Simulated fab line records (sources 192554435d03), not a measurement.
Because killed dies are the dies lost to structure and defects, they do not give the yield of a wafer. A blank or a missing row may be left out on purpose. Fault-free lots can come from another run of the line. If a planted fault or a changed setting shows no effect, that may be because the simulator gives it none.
Which tool is to blame? || flow n5_finfet || 12 lots with 32 wafers sampled at 4 steps, on a route of 1938 steps

== WHAT EACH GAUGE READ, for each wafer ==
N5_MIM_BOT_LITHO_INSPECT_12: inspects for defects (macro).
{"lot": "L957", "measured": "day 11 16:49", "on": "defect_inspect-02", "raw_defect_count": "3 0 2"}
{"lot": "L958", "measured": "day 11 17:26", "on": "defect_inspect-01", "raw_defect_count": "2 3 2"}
{"lot": "L960", "measured": "day 12 08:02", "on": "defect_inspect-01", "raw_defect_count": "4 1"}
{"lot": "L962", "measured": "day 12 16:05", "on": "defect_inspect-02", "raw_defect_count": "4 0 1"}
{"lot": "L966", "measured": "day 13 14:58", "on": "defect_inspect-01", "raw_defect_count": "5 2 1"}
{"lot": "L964", "measured": "day 13 17:58", "on": "defect_inspect-01", "raw_defect_count": "3 3 0"}
{"lot": "L971", "measured": "day 15 17:32", "on": "defect_inspect-02", "raw_defect_count": "1 3 1"}
{"lot": "L973", "measured": "day 16 06:39", "on": "defect_inspect-01", "raw_defect_count": "3 2"}
{"lot": "L977", "measured": "day 17 00:49", "on": "defect_inspect-02", "raw_defect_count": "2 2"}
{"lot": "L975", "measured": "day 17 15:25", "on": "defect_inspect-02", "raw_defect_count": "0 1"}
{"lot": "L976", "measured": "day 18 00:32", "on": "defect_inspect-02", "raw_defect_count": "1 3 1"}
{"lot": "L979", "measured": "day 18 06:55", "on": "defect_inspect-02", "raw_defect_count": "2 3 6"}

N5_PASSIVATION_INSPECT_61: inspects for defects (macro).
{"lot": "L957", "measured": "day 11 18:46", "on": "defect_inspect-01", "raw_defect_count": "3 1 4"}
{"lot": "L958", "measured": "day 11 19:49", "on": "defect_inspect-02", "raw_defect_count": "4 4 2"}
{"lot": "L960", "measured": "day 12 09:34", "on": "defect_inspect-02", "raw_defect_count": "4 2"}
{"lot": "L962", "measured": "day 12 18:26", "on": "defect_inspect-02", "raw_defect_count": "0 3 2"}
{"lot": "L966", "measured": "day 13 18:18", "on": "defect_inspect-01", "raw_defect_count": ">300 >300 >300"}
{"lot": "L964", "measured": "day 13 21:05", "on": "defect_inspect-02", "raw_defect_count": ">300 >300 >300"}
{"lot": "L971", "measured": "day 15 18:58", "on": "defect_inspect-01", "raw_defect_count": "4 0 1"}
{"lot": "L973", "measured": "day 16 08:25", "on": "defect_inspect-01", "raw_defect_count": "1 1"}
{"lot": "L977", "measured": "day 17 04:05", "on": "defect_inspect-01", "raw_defect_count": "2 3"}
{"lot": "L975", "measured": "day 17 17:01", "on": "defect_inspect-02", "raw_defect_count": "0 3"}
{"lot": "L976", "measured": "day 18 05:20", "on": "defect_inspect-02", "raw_defect_count": "1 1 1"}
{"lot": "L979", "measured": "day 18 09:20", "on": "defect_inspect-02", "raw_defect_count": "4 1 2"}

== TOOL THAT RAN EACH LOT (tool first, then ch and the chambers of the sampled wafers, then the start) ==
{"lot": "L957", "N5_MIM_BOT_ETCH_ETCH_03": "rie_metal-01 ch 0,1, day 11 17:01", "N5_MIM_BOT_ETCH_CLEAN_05": "wet_bench-01 ch 0,2,4, day 11 17:39"}
{"lot": "L958", "N5_MIM_BOT_ETCH_ETCH_03": "rie_metal-02 ch 0,1, day 11 17:38", "N5_MIM_BOT_ETCH_CLEAN_05": "wet_bench-01 ch 2,3,7, day 11 18:19"}
{"lot": "L960", "N5_MIM_BOT_ETCH_ETCH_03": "rie_metal-02 ch 0,1, day 12 08:16", "N5_MIM_BOT_ETCH_CLEAN_05": "wet_bench-02 ch 3,4, day 12 08:50"}
{"lot": "L962", "N5_MIM_BOT_ETCH_ETCH_03": "rie_metal-02 ch 0,1, day 12 17:07", "N5_MIM_BOT_ETCH_CLEAN_05": "wet_bench-01 ch 0,1,7, day 12 17:51"}
{"lot": "L966", "N5_MIM_BOT_ETCH_ETCH_03": "rie_metal-01 ch 0,1, day 13 15:10", "N5_MIM_BOT_ETCH_CLEAN_05": "wet_bench-01 ch 0,3,4, day 13 15:47"}
{"lot": "L964", "N5_MIM_BOT_ETCH_ETCH_03": "rie_metal-01 ch 1, day 13 18:10", "N5_MIM_BOT_ETCH_CLEAN_05": "wet_bench-01 ch 3,5,6, day 13 18:50"}
{"lot": "L971", "N5_MIM_BOT_ETCH_ETCH_03": "rie_metal-02 ch 0,1, day 15 17:46", "N5_MIM_BOT_ETCH_CLEAN_05": "wet_bench-02 ch 2,4,7, day 15 18:22"}
{"lot": "L973", "N5_MIM_BOT_ETCH_ETCH_03": "rie_metal-02 ch 0,1, day 16 06:50", "N5_MIM_BOT_ETCH_CLEAN_05": "wet_bench-02 ch 0,5, day 16 07:28"}
{"lot": "L977", "N5_MIM_BOT_ETCH_ETCH_03": "rie_metal-03 ch 0, day 17 01:01", "N5_MIM_BOT_ETCH_CLEAN_05": "wet_bench-01 ch 2,6, day 17 01:59"}
{"lot": "L975", "N5_MIM_BOT_ETCH_ETCH_03": "rie_metal-03 ch 0,1, day 17 15:38", "N5_MIM_BOT_ETCH_CLEAN_05": "wet_bench-04 ch 1,6, day 17 16:16"}
{"lot": "L976", "N5_MIM_BOT_ETCH_ETCH_03": "rie_metal-01 ch 0,1, day 18 00:43", "N5_MIM_BOT_ETCH_CLEAN_05": "wet_bench-04 ch 0,1,7, day 18 01:21"}
{"lot": "L979", "N5_MIM_BOT_ETCH_ETCH_03": "rie_metal-02 ch 0,1, day 18 07:07", "N5_MIM_BOT_ETCH_CLEAN_05": "wet_bench-01 ch 2,3,7, day 18 08:05"}
- N5_MIM_BOT_ETCH_ETCH_03: etches the open film in Cl2/BCl3, target depth 12 nm.
- N5_MIM_BOT_ETCH_CLEAN_05: cleans in IPA, time 180 s.

== WHAT THE TOOLS THEMSELVES READ (means of the sampled wafers that have a number; where no wafer has one, the mark that the record gives instead) ==
N5_MIM_BOT_ETCH_ETCH_03.
{"lot": "L957", "tool": "rie_metal-01", "chamber_pressure_mTorr (mTorr)": 8.005, "drypump_motor_current_A (A)": 5.3, "oes_product_au (a.u.)": 0.90, "throttle_valve_pct (%)": 27.9}
{"lot": "L958", "tool": "rie_metal-02", "chamber_pressure_mTorr (mTorr)": 8.002, "drypump_motor_current_A (A)": 5.8, "oes_product_au (a.u.)": 0.72, "throttle_valve_pct (%)": 27.0}
{"lot": "L960", "tool": "rie_metal-02", "chamber_pressure_mTorr (mTorr)": 8.006, "drypump_motor_current_A (A)": 5.9, "oes_product_au (a.u.)": 0.73, "throttle_valve_pct (%)": 27.0}
{"lot": "L962", "tool": "rie_metal-02", "chamber_pressure_mTorr (mTorr)": 7.997, "drypump_motor_current_A (A)": 5.8, "oes_product_au (a.u.)": 0.72, "throttle_valve_pct (%)": 27.0}
{"lot": "L966", "tool": "rie_metal-01", "chamber_pressure_mTorr (mTorr)": 8.000, "drypump_motor_current_A (A)": 5.4, "oes_product_au (a.u.)": 0.89, "throttle_valve_pct (%)": 27.8}
{"lot": "L964", "tool": "rie_metal-01", "chamber_pressure_mTorr (mTorr)": 8.000, "drypump_motor_current_A (A)": 5.5, "oes_product_au (a.u.)": 0.90, "throttle_valve_pct (%)": 27.8}
{"lot": "L971", "tool": "rie_metal-02", "chamber_pressure_mTorr (mTorr)": 7.997, "drypump_motor_current_A (A)": 5.8, "oes_product_au (a.u.)": 0.71, "throttle_valve_pct (%)": 27.0}
{"lot": "L973", "tool": "rie_metal-02", "chamber_pressure_mTorr (mTorr)": 8.002, "drypump_motor_current_A (A)": 5.9, "oes_product_au (a.u.)": 0.70, "throttle_valve_pct (%)": 27.0}
{"lot": "L977", "tool": "rie_metal-03", "chamber_pressure_mTorr (mTorr)": 8.002, "drypump_motor_current_A (A)": 5.6, "oes_product_au (a.u.)": 0.73, "throttle_valve_pct (%)": 27.3}
{"lot": "L975", "tool": "rie_metal-03", "chamber_pressure_mTorr (mTorr)": 8.002, "drypump_motor_current_A (A)": 5.8, "oes_product_au (a.u.)": 0.74, "throttle_valve_pct (%)": 27.4}
{"lot": "L976", "tool": "rie_metal-01", "chamber_pressure_mTorr (mTorr)": 8.000, "drypump_motor_current_A (A)": 5.3, "oes_product_au (a.u.)": 0.84, "throttle_valve_pct (%)": 27.9}
{"lot": "L979", "tool": "rie_metal-02", "chamber_pressure_mTorr (mTorr)": 8.001, "drypump_motor_current_A (A)": 6.1, "oes_product_au (a.u.)": 0.70, "throttle_valve_pct (%)": 27.0}

== THE ANSWER, worked out from the rows above alone ==
Rule: what is usual is taken from the lots themselves. Put in order of their means at a reading, lots are off if they are a third of the lots or fewer, leave a main group of 4 or more, and stand apart from it by a gap of 3 or more times the standard deviation of the main group's means; of several such gaps the widest counts. Not used: any main group whose means are identical at the precision the tables above print for the reading. Also off: a lot with no number at a reading for which 4 or more lots have one. The other lots that the step has rows for count as sound. After the gauges, taken in route order, come the tools' own readings; for these a lot's mean is taken, as printed above. The first step at which some lot is off is used, and at that step the reading that is off furthest; a lot without a number counts as furthest.
Off, at N5_PASSIVATION_INSPECT_61 on raw_defect_count: L966, L964. Without a number there: L966, L964. The main group has a mean of 2.1 with a standard deviation of 0.78.
A tool fits if, at a process step before that reading, it ran every lot that is off, and no sound lot after the first of them. Not tried: the gauges at N5_PASSIVATION_INSPECT_61; whatever is off there is also off at N5_MIM_BOT_ETCH_ETCH_03, on other tools, and gauge error can't account for it. No candidate that was tried fits.

== WHAT THE SIMULATOR HAD PUT IN ==
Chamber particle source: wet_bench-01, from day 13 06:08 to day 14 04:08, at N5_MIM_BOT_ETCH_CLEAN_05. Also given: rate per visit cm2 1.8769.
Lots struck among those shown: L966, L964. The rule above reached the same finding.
